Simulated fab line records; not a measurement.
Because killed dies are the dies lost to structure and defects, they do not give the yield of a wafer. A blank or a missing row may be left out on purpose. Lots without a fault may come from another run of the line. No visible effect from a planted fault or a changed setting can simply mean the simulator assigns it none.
Which of the tools did it?	flow n5-finfet	19 wafers from 7 lots sampled at 3 of the route's 1938 steps

## WHAT THE GAUGES READ, wafer by wafer
N5_GATE_CUT_INSPECT_26: inspects for defects (darkfield).
lot	measured	on	raw-defect-count
L681	day 5 09:52	defect-inspect-01	51 28
L683	day 5 22:46	defect-inspect-01	43 46 51
L687	day 6 20:41	defect-inspect-02	34 41 48
L689	day 7 10:08	defect-inspect-02	28 19 28
L690	day 8 06:21	defect-inspect-01	58 29 73
L697	day 9 07:43	defect-inspect-02	62 44 52
L701	day 10 04:23	defect-inspect-02	35 56

## TOOL THAT RAN EACH LOT (tool first, then ch and the chambers of the sampled wafers, then the start)
lot	N5_GATE_CUT_DESCUM_18	N5_GATE_CUT_ALD_22
L681	rie-diel-01 ch 0,3, day 5 06:02	ald-sin-04 ch 1,3, day 5 07:20
L683	rie-diel-02 ch 0,3, day 5 19:07	ald-sin-02 ch 1,3, day 5 20:14
L687	rie-diel-06 ch 0,1,2, day 6 17:20	ald-sin-04 ch 0,2,3, day 6 18:10
L689	rie-diel-02 ch 1,2,3, day 7 06:47	ald-sin-03 ch 2,3, day 7 07:37
L690	rie-diel-06 ch 0,1,2, day 8 01:24	ald-sin-03 ch 0,1,2, day 8 03:49
L697	rie-diel-02 ch 1,3, day 9 04:11	ald-sin-02 ch 0,1, day 9 05:11
L701	rie-diel-02 ch 0,3, day 10 00:36	ald-sin-03 ch 1,2, day 10 02:35
- N5_GATE_CUT_DESCUM_18: chemistry O2, time 7 s.
- N5_GATE_CUT_ALD_22: deposits SiNx, target thk 16 nm, pulse time 1 s, ald cycles 320.

## THE ANSWER, worked out from the rows above alone
Rule: usual is defined by the lots themselves. Put in order of their means at a reading, lots are off if they are a third of the lots or fewer, leave a main group of 4 or more, and stand apart from it by a gap of 3 or more times the standard deviation of the main group's means; of several such gaps the widest counts. The tables above print the reading to a certain number of digits; a main group whose means all agree to those digits is not used. A lot without any number at a reading at which 4 lots or more have one is off too. Any other lot the step has rows for is counted as sound.
Across all readings shown, no lot is off: no conclusion can be drawn from this.

## WHAT HAD BEEN PUT IN BY THE SIMULATOR
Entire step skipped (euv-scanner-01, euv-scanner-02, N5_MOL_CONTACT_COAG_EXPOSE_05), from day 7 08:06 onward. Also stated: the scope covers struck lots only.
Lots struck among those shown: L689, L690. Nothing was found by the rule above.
